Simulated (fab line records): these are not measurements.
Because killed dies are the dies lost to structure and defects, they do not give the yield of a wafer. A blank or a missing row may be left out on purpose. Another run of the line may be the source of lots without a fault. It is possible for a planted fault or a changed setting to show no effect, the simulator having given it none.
Chamber matching	flow n5-finfet	N5_BEOL_M0_SAQP_ALD_48 on ald-sin-01: 4 sister chambers
The step deposits SiO2, target thk 20 nm, pulse time 1 s, co reactant pulse time 1 s. 4 wafers are shown with their chamber, then 7 later ones without.

== WAFERS PAIRED WITH THEIR CHAMBERS ==
wafer	chamber	heater-power-w (W)
L087.2	1	80
L087.3	2	97
L090.2	3	75
L090.4	0	68

== WAFERS WITH NO CHAMBER GIVEN ==
wafer	heater-power-w (W)
L090.6	67
L092.1	96
L092.2	73
L092.3	68
L095.1	94
L095.3	74
L095.6	73

== THE CHAMBER EACH PASSED THROUGH ==
wafer	from the rows above	in truth
L090.6	0	0
L092.1	2	2
L092.2	can't be placed: 3 or 0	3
L092.3	0	0
L095.1	2	2
L095.3	3	3
L095.6	can't be placed: 3 or 0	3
5 of 7 placed correctly. These rows do not allow placing 2 (true chamber among the candidates in 2). Number placed wrongly: 0.
How it was worked out, from the rows above alone: a wafer's distance from a chamber is the root of the sum, over the readings, of the square of ((its reading less the chamber's mean) divided by the reading's scatter). If the next closest chamber is less than 2 further off than the closest, the wafer can't be placed; otherwise it belongs to the closest. The mean given for a chamber averages the wafers shown for that chamber. The scatter (one wafer shown for each chamber): square how far every hidden wafer sits from the nearest shown wafer, average those squares and take the square root.
